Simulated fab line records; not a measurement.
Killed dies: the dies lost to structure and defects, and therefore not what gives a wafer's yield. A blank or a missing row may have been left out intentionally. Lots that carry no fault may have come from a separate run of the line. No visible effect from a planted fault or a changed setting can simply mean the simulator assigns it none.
fab line records :: flow nand-harc
[record]
  lots = 6
  wafers = 18
  last-day = 24
route steps=1159 shown A_STAIRCASE@566
lots that met no fault: from a run of the same line without faults
start-h: hours from the record's first day to the start of the lot's first wafer shown :: wait-h: how many hours have passed since the lot's step before this one :: " identical to the entry in the row above :: L1.1+2: a single row standing in for several wafers :: - no value, or no start given :: * or withheld: withheld :: < > ~ a bound
route shown NAME@n: NAME is a module with steps in the file, n the number in the route of the first one :: usual: average and standard deviation across the fault-free wafers :: same: alike in all rows :: chamber/n: place in a boat :: sites: the reading at each site :: _std_site: standard deviation of those values :: _edge_site: inner sites' mean taken away from outer sites' mean :: radius-mm: for every site, how far away it sits from the centre of the wafer :: mask NAME#n: copy n :: behind: tool/chamber where the wafer was last shaped :: hold: why the lot went on hold/how many hours it stayed there/how the hold came to an end :: device: names the non-switching transistor (n, p or np) :: end of line: the same wafers' tests at the end of the route :: step lacking rows: just its recipe :: killed: the dies lost at the first sort to structure and to defects; this is not the yield of the wafer :: map: a wafer's dies, marking killed ones x, the rest . and places with no die _
set.NAME: the setting that was run; set.NAME@STEP: the one run at that earlier step :: model.NAME: the simulator's own value behind a step, which no gauge read
lots seen at some steps along the route; tables by step, rows by wafer
services: when a tool's chamber went out of use (start-h, in hours from the record's first day, below 0 if earlier), for how many hours, and the reason
[[steps]]
[step NHARC_A_STAIRCASE_STRIP_175]
[recipe]
  power-w = 1500
  temp-c = 250
  chemistry = O2
[usual]
  drypump-motor-current-A = 6.2/0.43
  heater-power-w = 331/20
lot.wafer: L962.1
tool: plasma-asher-02
chamber: 1
start-h: 246.54
wait-h: 0.1
drypump-motor-current-A: 5.6
heater-power-w: 299
rf-hours-counter-h: 17

lot.wafer: L962.4
tool: plasma-asher-02
chamber: 1
start-h: 246.54
wait-h: 0.1
drypump-motor-current-A: 5.6
heater-power-w: 302
rf-hours-counter-h: -

lot.wafer: L962.6
tool: plasma-asher-02
chamber: 1
start-h: 246.54
wait-h: 0.1
drypump-motor-current-A: 5.6
heater-power-w: 295
rf-hours-counter-h: -

lot.wafer: L963.1
tool: plasma-asher-01
chamber: 0
start-h: 250.85
wait-h: 0.1
drypump-motor-current-A: 6.5
heater-power-w: 334
rf-hours-counter-h: 49

lot.wafer: L963.3
tool: plasma-asher-01
chamber: 1
start-h: 250.85
wait-h: 0.1
drypump-motor-current-A: 6.6
heater-power-w: 326
rf-hours-counter-h: -

lot.wafer: L963.4
tool: plasma-asher-01
chamber: 0
start-h: 250.85
wait-h: 0.1
drypump-motor-current-A: 6.5
heater-power-w: 324
rf-hours-counter-h: -

lot.wafer: L974.2
tool: plasma-asher-02
chamber: 0
start-h: 318.85
wait-h: 0.1
drypump-motor-current-A: 5.9
heater-power-w: 346
rf-hours-counter-h: 39

lot.wafer: L974.4
tool: plasma-asher-02
chamber: 1
start-h: 318.85
wait-h: 0.1
drypump-motor-current-A: 5.6
heater-power-w: 297
rf-hours-counter-h: -

lot.wafer: L974.6
tool: plasma-asher-02
chamber: 0
start-h: 318.85
wait-h: 0.1
drypump-motor-current-A: 5.9
heater-power-w: 347
rf-hours-counter-h: -

lot.wafer: L973.1
tool: plasma-asher-01
chamber: 1
start-h: 325.73
wait-h: 0.1
drypump-motor-current-A: 6.6
heater-power-w: 337
rf-hours-counter-h: 13

lot.wafer: L973.2
tool: plasma-asher-01
chamber: 0
start-h: 325.73
wait-h: 0.1
drypump-motor-current-A: 6.5
heater-power-w: 332
rf-hours-counter-h: 13

lot.wafer: L973.4
tool: plasma-asher-01
chamber: 0
start-h: 325.73
wait-h: 0.1
drypump-motor-current-A: 6.6
heater-power-w: 351
rf-hours-counter-h: -

lot.wafer: L979.2
tool: plasma-asher-02
chamber: 1
start-h: 345.58
wait-h: 0.1
drypump-motor-current-A: 5.6
heater-power-w: 307
rf-hours-counter-h: 50

lot.wafer: L979.6
tool: plasma-asher-02
chamber: 0
start-h: 345.58
wait-h: 0.1
drypump-motor-current-A: 5.9
heater-power-w: 349
rf-hours-counter-h: -

lot.wafer: L979.5
tool: plasma-asher-02
chamber: 1
start-h: 345.58
wait-h: 0.1
drypump-motor-current-A: 5.6
heater-power-w: 300
rf-hours-counter-h: -

lot.wafer: L983.2
tool: plasma-asher-01
chamber: 0
start-h: 371.89
wait-h: 0.1
drypump-motor-current-A: 6.5
heater-power-w: 340
rf-hours-counter-h: 34

lot.wafer: L983.4
tool: plasma-asher-01
chamber: 1
start-h: 371.89
wait-h: 0.1
drypump-motor-current-A: 6.6
heater-power-w: 336
rf-hours-counter-h: -

lot.wafer: L983.3
tool: plasma-asher-01
chamber: 0
start-h: 371.89
wait-h: 0.1
drypump-motor-current-A: 6.6
heater-power-w: 338
rf-hours-counter-h: -
[step NHARC_A_STAIRCASE_STRIP_148]
[recipe]
  time-s = 900
  temp-c = 130
  chemistry = SPM
[step NHARC_A_STAIRCASE_PRECLEAN_149]
[recipe]
  time-s = *
  temp-c = 50
  bath-age-min = 0
  chemistry = SC1
[step NHARC_A_STAIRCASE_SRD_150]
[step NHARC_A_STAIRCASE_DEHYDRATE_176]
[recipe]
  temp-c = 150
  time-s = 120
[step NHARC_A_STAIRCASE_HMDS_177]
[recipe]
  time-s = 30
[step NHARC_A_STAIRCASE_COAT_178]
[recipe]
  spin-rpm = 1200
[step NHARC_A_STAIRCASE_SOFTBAKE_179]
[recipe]
  temp-c = 135
  time-s = 170
[step NHARC_A_STAIRCASE_EBR_180]
[step NHARC_A_STAIRCASE_EXPOSE_181]
[recipe]
  na = 0.5
  dose-mj = 27.87
  mask-id = STAIR_2
[step NHARC_A_STAIRCASE_PEB_182]
[recipe]
  peb-temp-c = 115
  peb-time-s = 130
[step NHARC_A_STAIRCASE_DEVELOP_183]
[recipe]
  time-s = 140
[usual]
  chill-plate-temp-C = 23.02/0.12
  exhaust-pa = 44.9/0.96
  time-s = 140/0
lot.wafer: L962.1
tool: litho-track-05
chamber: -
start-h: 247
wait-h: -
chill-plate-temp-C: -
exhaust-pa: -
time-s: -

lot.wafer: L962.4
tool: litho-track-05
chamber: -
start-h: 247
wait-h: -
chill-plate-temp-C: -
exhaust-pa: -
time-s: -

lot.wafer: L962.6
tool: litho-track-05
chamber: -
start-h: 247
wait-h: -
chill-plate-temp-C: -
exhaust-pa: -
time-s: -

lot.wafer: L963.1
tool: litho-track-05
chamber: -
start-h: 251
wait-h: -
chill-plate-temp-C: -
exhaust-pa: -
time-s: -

lot.wafer: L963.3
tool: litho-track-05
chamber: -
start-h: 251
wait-h: -
chill-plate-temp-C: -
exhaust-pa: -
time-s: -

lot.wafer: L963.4
tool: litho-track-05
chamber: -
start-h: 251
wait-h: -
chill-plate-temp-C: -
exhaust-pa: -
time-s: -

lot.wafer: L974.2
tool: litho-track-02
chamber: 0
start-h: 319
wait-h: -
chill-plate-temp-C: 23.03
exhaust-pa: 46.4
time-s: 140

lot.wafer: L974.4
tool: litho-track-02
chamber: 0
start-h: 319
wait-h: -
chill-plate-temp-C: 23.17
exhaust-pa: 46.1
time-s: 140

lot.wafer: L974.6
tool: litho-track-02
chamber: 0
start-h: 319
wait-h: -
chill-plate-temp-C: 23.12
exhaust-pa: 46.7
time-s: 140

lot.wafer: L973.1
tool: litho-track-05
chamber: 0
start-h: 326
wait-h: -
chill-plate-temp-C: 23.14
exhaust-pa: 44.8
time-s: 140

lot.wafer: L973.2
tool: litho-track-05
chamber: 0
start-h: 326
wait-h: -
chill-plate-temp-C: 23.02
exhaust-pa: 44.2
time-s: 140

lot.wafer: L973.4
tool: litho-track-05
chamber: 0
start-h: 326
wait-h: -
chill-plate-temp-C: 22.99
exhaust-pa: 44.9
time-s: 140

lot.wafer: L979.2
tool: litho-track-05
chamber: 0
start-h: 346
wait-h: -
chill-plate-temp-C: 23.22
exhaust-pa: 46.2
time-s: 140

lot.wafer: L979.5
tool: litho-track-05
chamber: 0
start-h: 346
wait-h: -
chill-plate-temp-C: 23.12
exhaust-pa: 44.6
time-s: 140

lot.wafer: L979.6
tool: litho-track-05
chamber: 0
start-h: 346
wait-h: -
chill-plate-temp-C: 23.04
exhaust-pa: 44.8
time-s: 140

lot.wafer: L983.2
tool: litho-track-02
chamber: 0
start-h: 373
wait-h: -
chill-plate-temp-C: 22.86
exhaust-pa: 43.9
time-s: 140

lot.wafer: L983.3
tool: litho-track-02
chamber: 0
start-h: 373
wait-h: -
chill-plate-temp-C: 22.87
exhaust-pa: 44.5
time-s: 140

lot.wafer: L983.4
tool: litho-track-02
chamber: 0
start-h: 373
wait-h: -
chill-plate-temp-C: 22.92
exhaust-pa: 45.4
time-s: 140
[[services]]
tool: litho-track-05
chamber: -
start-h: 237.00
hours: 7.0
kind: pm

tool: plasma-asher-02
chamber: -
start-h: 253.11
hours: 1.6
kind: repair

tool: plasma-asher-02
chamber: -
start-h: 264.87
hours: 6.9
kind: repair

tool: plasma-asher-01
chamber: -
start-h: 276.77
hours: 9.0
kind: pm

tool: plasma-asher-01
chamber: 0
start-h: 276.77
hours: 9.0
kind: vent-cycle

tool: plasma-asher-01
chamber: 1
start-h: 276.77
hours: 9.0
kind: vent-cycle

tool: plasma-asher-01
chamber: 0
start-h: 285.77
hours: -
kind: clean

tool: plasma-asher-01
chamber: 1
start-h: 285.77
hours: -
kind: clean

tool: litho-track-02
chamber: -
start-h: 340.00
hours: 7.0
kind: pm

tool: plasma-asher-02
chamber: -
start-h: 361.09
hours: 9.0
kind: pm

tool: plasma-asher-02
chamber: 0
start-h: 361.09
hours: 9.0
kind: vent-cycle

tool: plasma-asher-02
chamber: 1
start-h: 361.09
hours: 9.0
kind: vent-cycle

tool: plasma-asher-02
chamber: 0
start-h: 370.09
hours: -
kind: clean

tool: plasma-asher-02
chamber: 1
start-h: 370.09
hours: -
kind: clean
[[key]]
[first-sign]
  step = NHARC_A_STAIRCASE_DEVELOP_183
  reading = tool-record
  direction = missing
effect none on later readings
met-at NHARC_A_STAIRCASE_DEVELOP_183
struck-wafers L962.1,L962.4,L962.6,L963.1,L963.3,L963.4
later-rows-left-out L962.1,L962.4,L962.6,L963.1,L963.3,L963.4
sort-left-out L962.1,L962.4,L962.6,L963.1,L963.3,L963.4
tester-left-out L962,L963
[fault]
  kind = skipped-step-whole
  tool = litho-track-05
  chamber = -
  onset-h = 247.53
  steps = NHARC_A_STAIRCASE_DEVELOP_183
  scope = struck-lots-only
// tester-left-out: of these lots the tester's yield and bins aren't shown, on N5 and GAA mostly nor the transistor test; their killed dies are dies lost to structure and defects alone, not to doping, threshold or leakage, so they don't give the yield
// sort-left-out: the simulated sort isn't trusted on such a fault, so these wafers' sort isn't shown, and their yield isn't known
// later-rows-left-out: the simulator's readings of these wafers behind a module that went badly wrong aren't trusted and aren't shown, but for the sort
